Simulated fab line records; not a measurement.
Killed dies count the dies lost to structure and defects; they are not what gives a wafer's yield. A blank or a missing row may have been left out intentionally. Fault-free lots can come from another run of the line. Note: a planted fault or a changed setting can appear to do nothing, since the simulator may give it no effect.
fab line records	flow n5Finfet
record lots=5	wafers=12	lastDay=17
route steps=1938 shown BEOL_M4@1099 BEOL_M5@1112 PASSIVATION@1916
lots that met no fault: taken from a fault-free run of the same line
startH: the number of hours between the record's first day and the start of the first shown wafer of the lot	waitH: hours elapsed since this lot's preceding step	" identical to the entry in the row above	L1.1+2: a row that stands for several wafers	- no value present, or no start provided	* or withheld: withheld	< > ~ a bound
route shown NAME@n: a module of which the file shows steps, and the number in the route of the first	usual: average and standard deviation across the fault-free wafers	same: alike in all rows	chamber/n: place in a boat	sites: readings site by site	_std_site: standard deviation across them	_edge_site: outer sites' mean less inner sites'	radiusMm: for every site, how far away it sits from the centre of the wafer	mask NAME#n: copy n	behind: tool/chamber where the wafer was last shaped	hold: cause of the lot's hold/its duration in hours/its outcome	device: transistor that didn't switch, given as n, p or np	end of line: tests run on the same wafers once the route is complete	a step without rows: its recipe alone	killed: the dies lost at the first sort to structure and to defects; this is not the yield of the wafer	map: shows each die of a wafer: x if killed, . if not, _ if none is there
set.NAME: the run value of the setting; set.NAME@STEP: its run value at that earlier step	model.NAME: the simulator's own value behind a step, which no gauge read
lots at some steps of the route; a table a step, a row a wafer
services: from which hour (startH, from the record's first day; less than 0 if before it) a tool's chamber was out of use, for how many hours, and why
## steps
# step N5_BEOL_M4_ANNEAL_95
# recipe tempC=400	timeS=240	ambient=vacuum
# step N5_BEOL_M4_SPUTTER_96
# recipe material=Cu	targetThkA=45	tempC=-20	chamberPressurePa=0.07	powerW=withheld	timeS=8.29
# step N5_BEOL_M4_ECD_50
# recipe material=Cu	targetThkA=3000
# step N5_BEOL_M4_ANNEAL_51
# recipe tempC=225	timeS=90	ambient=N2
# step N5_BEOL_M4_CMP_52
# recipe stopOn=SiOC	tOverpolishS=6.8	downForcePsi=1	platenRpm=50	clearingPlatenDownForcePsi=1.5	clearingPlatenRpm=50	postCmpClean=cuAlkaline	targetThkNm=40	clearingPlatenPadVelocityMS=0.99484	padVelocityMS=0.99484
# step N5_BEOL_M4_PRE_CLEAN_60
# recipe gas=NH3/H2	timeS=15	tempC=*	rfPowerW=300
# step N5_BEOL_M4_CO_CAP_55
# recipe material=Co	targetThkA=20	tempC=200	precursor=CCTBA/H2	pressureTorr=30	timeS=102.1
# step N5_BEOL_M4_PRE_CLEAN_56
# recipe gas=NH3	timeS=15	tempC=withheld	rfPowerW=300
# step N5_BEOL_M4_DEP_57
# recipe material=SiCN	targetThkA=80	tempC=withheld	precursor=3MS/NH3	pressureTorr=3	rfW=202	timeS=14
# step N5_BEOL_M4_RC_MEAS_101
# usual DIBL_N=37.1/1.8	DIBL_P=37.2/2.1	IOFF_N=0.17/0.033	IOFF_P=0.22/0.037	ION_N=680/11	ION_P=464/7.7	SS_N=71.7/0.63	SS_P=73.6/0.67	VT_N=248.9/2.9	VT_P=-251/3.6
lot.wafer	tool	chamber	startH	waitH	DIBL_N[mV/V]	DIBL_P[mV/V]	IOFF_N[nA/um]	IOFF_P[nA/um]	ION_N[uA/um]	ION_P[uA/um]	SS_N[mV/dec]	SS_P[mV/dec]	VT_N[mV]	VT_P[mV]
L969.3	prober-01	0	220.13	0.3	35.1	35.4	0.13	0.15	671	454	70.9	73.6	253.0	-258
L969.5	"	0	"	"	35.0	35.9	0.12	0.15	666	449	71.0	73.6	254.4	-257
L969.6	"	0	"	"	34.7	35.4	0.13	0.16	679	457	71.0	73.2	252.6	-258
L970.3	prober-01	0	235.60	0.3	38.3	38.2	0.19	0.23	688	465	71.2	73.3	247.2	-250
L970.5	"	0	"	"	38.8	38.0	0.21	0.23	690	465	72.1	73.5	249.8	-250
L970.6	"	0	"	"	37.8	38.4	0.18	0.24	685	468	71.5	73.5	247.9	-247
L977.3	prober-01	0	281.74	0.3	37.7	37.1	0.18	0.19	687	459	71.1	73.3	247.4	-254
L977.6	"	0	"	"	37.2	36.4	0.17	0.18	684	463	71.0	73.1	248.9	-253
L978.3	prober-01	0	286.01	0.3	36.6	36.0	0.15	0.20	673	461	71.4	73.1	251.9	-249
L978.4	"	0	"	"	36.2	35.0	0.14	0.19	683	474	70.9	72.2	253.6	-255
L979.5	prober-01	0	287.25	0.9	35.5	37.1	0.15	0.21	673	466	71.5	73.5	249.9	-249
L979.6	"	0	"	"	34.8	38.0	0.15	0.23	678	470	71.7	74.3	249.5	-248
# step N5_BEOL_M5_ILD_DEP_00
# recipe material=SiCOH_lowk	targetThkA=1406.4	tempC=300	precursor=DEMS/porogen	pressureTorr=5	rfW=500	timeS=25.9
# step N5_BEOL_M5_CURE_79
# recipe tempC=385	timeS=240	ambient=He/Ar	material=SiCOH_lowk
# step N5_BEOL_M5_PECVD_70
# recipe material=SiO2	targetThkA=160	tempC=400	precursor=TEOS/O2	pressureTorr=5.5	rfW=450	teosFlowSccm=53.8	gas=O2	flowSccm=3000	timeS=18
# step N5_BEOL_M5_HM_DEP_02
# recipe material=TiN	targetThkA=200	tempC=25	chamberPressurePa=0.49996
# step N5_BEOL_M5_COAT_59
# recipe resist=SOC	tempC=250	timeS=60	spinRpm=1500	resistThkNm=60
# step N5_BEOL_M5_COAT_60
# recipe resist=SiARC	tempC=220	timeS=60	spinRpm=1500	resistThkNm=12
# step N5_BEOL_M5_COAT_71
# recipe resist=underlayer	tempC=205	timeS=60	spinRpm=1500	resistThkNm=5
# step N5_BEOL_M5_COAT_05
# recipe resist=CAR-EUV	spinRpm=1500	resistThkNm=30
# step N5_BEOL_M5_EBR_07
# recipe solvent=PGMEA	ebrWidthMm=1.5
# step N5_BEOL_M5_SOFTBAKE_06
# recipe tempC=110	timeS=60	resist=CAR-EUV
# step N5_BEOL_M5_EXPOSE_08
# recipe maskId=M5	na=0.33	sourceShape=annular	sigmaInner=0.4	sigmaOuter=0.8	polarization=unpolarized	targetCdNm=28	doseMj=35.75
# step N5_BEOL_M5_PEB_09
# recipe pebTempC=100	pebTimeS=60	resist=CAR-EUV
# step N5_BEOL_M5_DEVELOP_10
# recipe developTimeS=30	developer=TMAH	resist=CAR-EUV	rinseLiquid=surfactantRinse	dry=airSpin	devTempC=23
# step N5_BEOL_M5_DESCUM_16
# recipe chemistry=O2	timeS=7	sourcePowerW=50	biasPowerW=20	pressureMtorr=20	rfFrequencyHz=2.712e+07	tempC=40	resist=CAR-EUV	o2FlowSccm=225
# step N5_BEOL_M5_ETCH_72
# recipe chemistry=N2/H2	target=underlayer	targetDepthA=65	maskMaterial=CAR-EUV	timeS=5.2	ionEnergyEv=200	pressureMtorr=30	sourceW=840	biasW=150	n2FlowSccm=200	h2FlowSccm=200	ends=cleared
# step N5_BEOL_M5_ETCH_61
# recipe chemistry=CF4	target=SiARC	targetDepthA=156	maskMaterial=CAR-EUV	timeS=26	ionEnergyEv=80	pressureMtorr=40	sourceW=545	biasW=36	Ar_flow_sccm=100	cf4FlowSccm=100	ends=cleared
# step N5_BEOL_M5_ETCH_62
# recipe chemistry=N2/H2	target=SOC	targetDepthA=750	overetchA=150	maskMaterial=SiARC	tempC=40	timeS=112.5	ionEnergyEv=200	pressureMtorr=30	sourceW=840	biasW=150	n2FlowSccm=200	h2FlowSccm=200
# step N5_BEOL_M5_STRIP_63
# recipe chemistry=N2/H2	tempC=40	n2FlowSccm=200	h2FlowSccm=200	rfFrequencyHz=6e+07
# step N5_BEOL_M5_STRIP_73
# recipe chemistry=N2/H2	tempC=40	n2FlowSccm=200	h2FlowSccm=200	rfFrequencyHz=6e+07
# step N5_BEOL_M5_STRIP_64
# recipe chemistry=CF4	resist=SiARC	powerW=300	biasPowerW=75	pressureMtorr=50	cf4FlowSccm=150	rfFrequencyHz=6e+07
# step N5_BEOL_M5_HM_OPEN_17
# recipe chemistry=Cl2/BCl3	targetDepthA=200	overetchA=60	target=TiN	maskMaterial=SOC	ionEnergyEv=150	pressureMtorr=10	icpW=1000	biasW=126	Cl2_flow_sccm=53.25	bcl3FlowSccm=21.75	Ar_flow_sccm=25
# step N5_BEOL_M5_STRIP_19
# recipe chemistry=O2	powerW=400	tempC=40	pressureMtorr=30	rfFrequencyHz=6e+07	biasPowerW=0	overashFraction=0.2	o2FlowSccm=225
# step N5_BEOL_M5_COAT_65
# recipe resist=SOC	tempC=250	timeS=60	spinRpm=1500	resistThkNm=60
# step N5_BEOL_M5_COAT_66
# recipe resist=SiARC	tempC=220	timeS=60	spinRpm=1500	resistThkNm=12
# step N5_PASSIVATION_PECVD_35
# recipe material=SiNx	targetThkA=7000	tempC=400	precursor=SiH4/NH3/N2	pressureTorr=4.9	rfW=1406	timeS=151.3
# usual chamberPressureTorr=4.902/0.0093	heaterPowerOuterW=145/72	heaterPowerW=352/120	rfFwdPowerW=1399/4.6	runLengthS=195.5/0.38	showerheadPlenumPTorr=8.69/0.04	throttleValvePct=28.8/1.5
lot.wafer	tool	chamber	startH	waitH	chamberPressureTorr	heaterPowerOuterW	heaterPowerW	rfFwdPowerW	runLengthS	showerheadPlenumPTorr	throttleValvePct	model.SiNx_of_PASSIVATION_PECVD_35.thkNm
L969.3	pecvd-04	0	329.38	0.1	4.896	130	303	1402	195.3	8.65	29.6	688.4
L969.5	"	2	"	"	4.916	217	450	1398	195.7	8.67	30.1	698.8
L969.6	"	1	"	"	4.880	62	201	1404	194.8	8.82	33.9	702.4
L970.3	pecvd-03	1	338.38	0.1	4.884	209	503	1401	196.0	8.69	28.5	695
L970.5	"	1	"	"	4.887	242	557	1392	196.4	8.69	28.9	698.6
L970.6	"	2	"	"	4.910	59	188	1401	196.2	8.72	27.8	706.8
L978.3	pecvd-03	2	390.48	0.1	4.891	84	223	1401	195.7	8.71	28.1	701.8
L978.4	"	1	"	"	4.884	222	533	1402	265.6	8.72	28.9	1034
L977.3	pecvd-03	2	393.94	0.1	4.885	100	244	1397	195.7	8.69	28.3	694.2
L977.6	"	0	"	"	4.902	187	364	1400	265.5	8.66	28.0	1031
L979.5	pecvd-03	1	395.29	0.1	4.908	268	581	1393	195.8	8.70	28.6	715
L979.6	"	2	"	"	4.908	20	136	1398	265.4	8.69	28.3	1037
# step N5_PASSIVATION_STRIP_52
# recipe chemistry=postEtchResidueRemover	timeS=1200	tempC=72.5
# same timeS=1200
lot.wafer	tool	chamber	startH	waitH	model.SiNx_of_PASSIVATION_PECVD_35.thkNm
L969.3	wetBench-02	0	330.52	-	688
L969.5	"	6	"	"	698.4
L969.6	"	3	"	"	702
L970.3	wetBench-06	2	339.65	-	694.6
L970.5	"	0	"	"	698.2
L970.6	"	3	"	"	706.4
L978.3	wetBench-01	0	391.83	-	701.6
L978.4	"	5	"	"	1034
L977.3	wetBench-02	6	395.08	-	693.8
L977.6	"	5	"	"	1031
L979.5	wetBench-02	7	396.55	-	714.6
L979.6	"	0	"	"	1037
# step N5_PASSIVATION_PROBE_49
# usual defectLimitedYield=91.7/1.5	killed_at_M0_to_M3=32/10	killed_at_M4_up=14/5.3	killedAtContacts=13/5.7	killedAtFrontEnd=37/10	killedAtOther=3.3/2.5	killedDies=98/18	killedOnRim=13/3.6	killedOpen=65/13	killedShort=31/7.5	sort_bin_5_function=4.9/0.91	sort_bin_6_memory=3.1/0.71	sortNPass=1082/18	sortYieldPct=91.7/1.5
# same grossDies=1180	killedAtBackSide=0	sort_bin_4_leakage[%]=0	sort_bin_8_speed[%]=0
lot.wafer	tool	chamber	startH	waitH	defectLimitedYield[%]	killed_at_M0_to_M3	killed_at_M4_up	killedAtContacts	killedAtFrontEnd	killedAtOther	killedDies	killedOnRim	killedOpen	killedShort	sort_bin_5_function[%]	sort_bin_6_memory[%]	sortNPass	sortYieldPct[%]
L969.3	prober-01	-	333.05	0.1	95.1	17	3	10	28	0	58	7	36	22	2.6	2.2	1122	95.1
L969.5	prober-01	-	333.15	0.2	92.1	41	15	12	23	2	93	19	70	23	5.3	2.5	1087	92.1
L969.6	prober-01	-	333.20	0.3	90.5	42	12	13	40	5	112	21	69	40	5.6	3.3	1068	90.5
L970.3	prober-01	-	342.19	0.1	92.4	34	11	9	34	2	90	10	57	33	4.8	2.6	1090	92.4
L970.5	prober-01	-	342.29	0.2	90.3	62	14	13	24	2	115	15	70	45	4.9	4.6	1065	90.3
L970.6	prober-01	-	342.34	0.3	92.3	27	18	10	35	1	91	19	54	36	4.6	2.9	1089	92.3
L978.3	prober-02	-	394.37	0.1	91.8	50	3	8	34	2	97	8	60	37	5.2	2.9	1083	91.8
L978.4	prober-02	-	394.42	0.2	0	53	20	13	39	1055	1180	152	71	56	95.7	4.1	0	0
L977.3	prober-01	-	397.60	0.1	93.4	33	7	14	20	4	78	9	49	28	4.2	2.1	1102	93.4
L977.6	prober-01	-	397.75	0.3	0	28	15	12	37	1088	1180	152	58	32	96.8	3.1	0	0
L979.5	prober-02	-	399.17	0.2	93.4	29	10	9	28	2	78	9	47	30	4.2	2.1	1102	93.4
L979.6	prober-02	-	399.22	0.3	0	32	11	12	38	1087	1180	152	66	29	96.6	3.4	0	0
# killed by level:class
L969.3 MOL_CONTACT_COAG:geometricParticle:open=8 FIN_SAQP:geometricParticle:short=5 STI_FIN_REVEAL:geometricParticle:open=5 BEOL_M3:geometricParticle:open=5 BEOL_M0_SAQP:geometricParticle:short=4 STARTING-WAFER:geometricParticle:short=4 GATE_CUT:geometricParticle:open=3 FIN_SAQP:geometricParticle:open=2
L969.5 MOL_CONTACT_COAG:geometricParticle:open=11 BEOL_M0_SAQP:geometricParticle:open=11 BEOL_M4:geometricParticle:open=9 STI_FIN_REVEAL:geometricParticle:open=7 BEOL_M0_SAQP:geometricParticle:short=6 BEOL_M2:geometricParticle:open=6 BEOL_M3:geometricParticle:open=6 BEOL_M2:geometricParticle:short=5
L969.6 BEOL_M2:geometricParticle:open=17 MOL_CONTACT_COAG:geometricParticle:open=11 FIN_SAQP:geometricParticle:short=9 BEOL_M4:geometricParticle:open=8 STI_FIN_REVEAL:geometricParticle:open=7 BEOL_M0_SAQP:geometricParticle:short=7 STI_FIN_REVEAL:geometricParticle:short=6 BEOL_M0_SAQP:geometricParticle:open=6
L970.3 FIN_SAQP:geometricParticle:open=14 MOL_CONTACT_COAG:geometricParticle:open=9 BEOL_M0_SAQP:geometricParticle:short=7 BEOL_M0_SAQP:geometricParticle:open=6 BEOL_M3:geometricParticle:short=5 FIN_SAQP:geometricParticle:short=4 BEOL_M1:geometricParticle:open=4 BEOL_M2:geometricParticle:open=4
L970.5 BEOL_M0_SAQP:geometricParticle:short=17 BEOL_M0_SAQP:geometricParticle:open=17 MOL_CONTACT_COAG:geometricParticle:open=10 BEOL_M3:geometricParticle:short=9 STI_FIN_REVEAL:geometricParticle:open=7 BEOL_M2:geometricParticle:open=5 BEOL_M3:geometricParticle:open=5 BEOL_M4:geometricParticle:open=5
L970.6 FIN_SAQP:geometricParticle:short=11 FIN_SAQP:geometricParticle:open=9 MOL_CONTACT_COAG:geometricParticle:open=5 MOL_CONTACT_COAG:geometricParticle:short=5 BEOL_M0_SAQP:geometricParticle:open=5 BEOL_M1:geometricParticle:open=5 BEOL_M2:geometricParticle:open=5 BEOL_M3:geometricParticle:short=4
L978.3 BEOL_M1:geometricParticle:open=13 BEOL_M3:geometricParticle:open=11 GATE_CUT:geometricParticle:short=7 MOL_CONTACT_COAG:geometricParticle:open=7 FIN_SAQP:geometricParticle:open=5 STI_FIN_REVEAL:geometricParticle:open=5 BEOL_M0_SAQP:geometricParticle:short=5 BEOL_M0_SAQP:geometricParticle:open=5
L978.4 PASSIVATION:areaPecvd=1052 BEOL_M0_SAQP:geometricParticle:short=18 BEOL_M0_SAQP:geometricParticle:open=14 BEOL_M5:geometricParticle:open=8 MOL_CONTACT_COAG:geometricParticle:open=7 BEOL_M4:geometricParticle:open=7 DUMMY_GATE:geometricParticle:open=6 GATE_CUT:geometricParticle:short=6
L977.3 MOL_CONTACT_COAG:geometricParticle:open=13 BEOL_M1:geometricParticle:open=7 BEOL_M0_SAQP:geometricParticle:open=6 FIN_SAQP:geometricParticle:open=5 GATE_CUT:geometricParticle:short=5 BEOL_M2:geometricParticle:short=5 BEOL_M0_SAQP:geometricParticle:short=4 BEOL_M2:geometricParticle:open=4
L977.6 PASSIVATION:areaPecvd=1088 FIN_SAQP:geometricParticle:open=10 BEOL_M2:geometricParticle:open=10 MOL_CONTACT_COAG:geometricParticle:open=8 BEOL_M3:geometricParticle:open=6 FIN_SAQP:geometricParticle:short=5 STARTING-WAFER:geometricParticle:short=5 MOL_CONTACT_COAG:geometricParticle:short=4
L979.5 MOL_CONTACT_COAG:geometricParticle:open=7 STARTING-WAFER:geometricParticle:short=7 BEOL_M0_SAQP:geometricParticle:short=6 BEOL_M0_SAQP:geometricParticle:open=5 DUMMY_GATE:geometricParticle:open=5 BEOL_M2:geometricParticle:open=5 STI_FIN_REVEAL:geometricParticle:open=4 BEOL_M3:geometricParticle:open=4
L979.6 PASSIVATION:areaPecvd=1085 STI_FIN_REVEAL:geometricParticle:open=16 BEOL_M2:geometricParticle:open=10 MOL_CONTACT_COAG:geometricParticle:open=9 BEOL_M0_SAQP:geometricParticle:open=7 BEOL_M4:geometricParticle:open=7 BEOL_M0_SAQP:geometricParticle:short=5 GATE_CUT:geometricParticle:short=4
# map L977.6 (x killed, . not)
_________________xxxxxxxxxxxx________________
______________xxxxxxxxxxxxxxxxxx_____________
___________xxxxxxxxxxxxxxxxxxxxxxxx__________
__________xxxxxxxxxxxxxxxxxxxxxxxxxx_________
________xxxxxxxxxxxxxxxxxxxxxxxxxxxxxx_______
_______xxxxxxxxxxxxxxxxxxxxxxxxxxxxxxxx______
______xxxxxxxxxxxxxxxxxxxxxxxxxxxxxxxxxx_____
_____xxxxxxxxxxxxxxxxxxxxxxxxxxxxxxxxxxxx____
____xxxxxxxxxxxxxxxxxxxxxxxxxxxxxxxxxxxxxx___
___xxxxxxxxxxxxxxxxxxxxxxxxxxxxxxxxxxxxxxxx__
___xxxxxxxxxxxxxxxxxxxxxxxxxxxxxxxxxxxxxxxx__
__xxxxxxxxxxxxxxxxxxxxxxxxxxxxxxxxxxxxxxxxxx_
__xxxxxxxxxxxxxxxxxxxxxxxxxxxxxxxxxxxxxxxxxx_
_xxxxxxxxxxxxxxxxxxxxxxxxxxxxxxxxxxxxxxxxxxxx
_xxxxxxxxxxxxxxxxxxxxxxxxxxxxxxxxxxxxxxxxxxxx
_xxxxxxxxxxxxxxxxxxxxxxxxxxxxxxxxxxxxxxxxxxxx
_xxxxxxxxxxxxxxxxxxxxxxxxxxxxxxxxxxxxxxxxxxxx
_xxxxxxxxxxxxxxxxxxxxxxxxxxxxxxxxxxxxxxxxxxxx
_xxxxxxxxxxxxxxxxxxxxxxxxxxxxxxxxxxxxxxxxxxxx
_xxxxxxxxxxxxxxxxxxxxxxxxxxxxxxxxxxxxxxxxxxxx
_xxxxxxxxxxxxxxxxxxxxxxxxxxxxxxxxxxxxxxxxxxxx
__xxxxxxxxxxxxxxxxxxxxxxxxxxxxxxxxxxxxxxxxxx_
__xxxxxxxxxxxxxxxxxxxxxxxxxxxxxxxxxxxxxxxxxx_
___xxxxxxxxxxxxxxxxxxxxxxxxxxxxxxxxxxxxxxxx__
___xxxxxxxxxxxxxxxxxxxxxxxxxxxxxxxxxxxxxxxx__
____xxxxxxxxxxxxxxxxxxxxxxxxxxxxxxxxxxxxxx___
_____xxxxxxxxxxxxxxxxxxxxxxxxxxxxxxxxxxxx____
______xxxxxxxxxxxxxxxxxxxxxxxxxxxxxxxxxx_____
_______xxxxxxxxxxxxxxxxxxxxxxxxxxxxxxxx______
________xxxxxxxxxxxxxxxxxxxxxxxxxxxxxx_______
__________xxxxxxxxxxxxxxxxxxxxxxxxxx_________
___________xxxxxxxxxxxxxxxxxxxxxxxx__________
______________xxxxxxxxxxxxxxxxxx_____________
_________________xxxxxxxxxxxx________________
# map L978.4 (x killed, . not)
_________________xxxxxxxxxxxx________________
______________xxxxxxxxxxxxxxxxxx_____________
___________xxxxxxxxxxxxxxxxxxxxxxxx__________
__________xxxxxxxxxxxxxxxxxxxxxxxxxx_________
________xxxxxxxxxxxxxxxxxxxxxxxxxxxxxx_______
_______xxxxxxxxxxxxxxxxxxxxxxxxxxxxxxxx______
______xxxxxxxxxxxxxxxxxxxxxxxxxxxxxxxxxx_____
_____xxxxxxxxxxxxxxxxxxxxxxxxxxxxxxxxxxxx____
____xxxxxxxxxxxxxxxxxxxxxxxxxxxxxxxxxxxxxx___
___xxxxxxxxxxxxxxxxxxxxxxxxxxxxxxxxxxxxxxxx__
___xxxxxxxxxxxxxxxxxxxxxxxxxxxxxxxxxxxxxxxx__
__xxxxxxxxxxxxxxxxxxxxxxxxxxxxxxxxxxxxxxxxxx_
__xxxxxxxxxxxxxxxxxxxxxxxxxxxxxxxxxxxxxxxxxx_
_xxxxxxxxxxxxxxxxxxxxxxxxxxxxxxxxxxxxxxxxxxxx
_xxxxxxxxxxxxxxxxxxxxxxxxxxxxxxxxxxxxxxxxxxxx
_xxxxxxxxxxxxxxxxxxxxxxxxxxxxxxxxxxxxxxxxxxxx
_xxxxxxxxxxxxxxxxxxxxxxxxxxxxxxxxxxxxxxxxxxxx
_xxxxxxxxxxxxxxxxxxxxxxxxxxxxxxxxxxxxxxxxxxxx
_xxxxxxxxxxxxxxxxxxxxxxxxxxxxxxxxxxxxxxxxxxxx
_xxxxxxxxxxxxxxxxxxxxxxxxxxxxxxxxxxxxxxxxxxxx
_xxxxxxxxxxxxxxxxxxxxxxxxxxxxxxxxxxxxxxxxxxxx
__xxxxxxxxxxxxxxxxxxxxxxxxxxxxxxxxxxxxxxxxxx_
__xxxxxxxxxxxxxxxxxxxxxxxxxxxxxxxxxxxxxxxxxx_
___xxxxxxxxxxxxxxxxxxxxxxxxxxxxxxxxxxxxxxxx__
___xxxxxxxxxxxxxxxxxxxxxxxxxxxxxxxxxxxxxxxx__
____xxxxxxxxxxxxxxxxxxxxxxxxxxxxxxxxxxxxxx___
_____xxxxxxxxxxxxxxxxxxxxxxxxxxxxxxxxxxxx____
______xxxxxxxxxxxxxxxxxxxxxxxxxxxxxxxxxx_____
_______xxxxxxxxxxxxxxxxxxxxxxxxxxxxxxxx______
________xxxxxxxxxxxxxxxxxxxxxxxxxxxxxx_______
__________xxxxxxxxxxxxxxxxxxxxxxxxxx_________
___________xxxxxxxxxxxxxxxxxxxxxxxx__________
______________xxxxxxxxxxxxxxxxxx_____________
_________________xxxxxxxxxxxx________________
## services
tool	chamber	startH	hours	kind
pecvd-03	2	305.46	5.5	scheduledDown
pecvd-04	0	342.55	3.9	repair
pecvd-04	0	351.59	2.1	scheduledDown
pecvd-04	1	355.05	5.5	scheduledDown
pecvd-04	1	383.62	-	clean
pecvd-04	1	383.62	-	consumableReplace:showerhead
pecvd-04	1	383.62	29.0	scheduledDown
pecvd-04	1	383.62	29.0	ventCycle
## key
firstSign step=N5_PASSIVATION_PECVD_35	reading=runLengthS	direction=up	sigmas=99+	usual=*	struck=*
effect step=N5_PASSIVATION_PROBE_49	reading=killedAtOther	direction=up	sigmas=99+	usual=3.3	struck=1076.7
modelEffect step=N5_PASSIVATION_PECVD_35	value=SiNx_of_PASSIVATION_PECVD_35.thkNm	without=708.5	struck=1034
modelEffect step=N5_PASSIVATION_STRIP_52	value=SiNx_of_PASSIVATION_PECVD_35.thkNm	without=708.1	struck=1034
moreKillsBornAt N5_PASSIVATION_PECVD_35@pecvd-03=3225
metAt N5_PASSIVATION_PECVD_35
struckWafers L977.6,L978.4,L979.6
laterRowsLeftOut L977.6,L978.4,L979.6
onsetBetween 338.38 390.48
fault kind=processParameterDrift	tool=pecvd-03	chamber=-	onsetH=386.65	steps=N5_PASSIVATION_PECVD_35	channel=timeS	offset=*	shape=step	endH=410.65	scope=struckWafersOnly	actsIn=*	stated=*
# laterRowsLeftOut: the simulator's readings of these wafers behind a module that went badly wrong aren't trusted and aren't shown, but for the sort
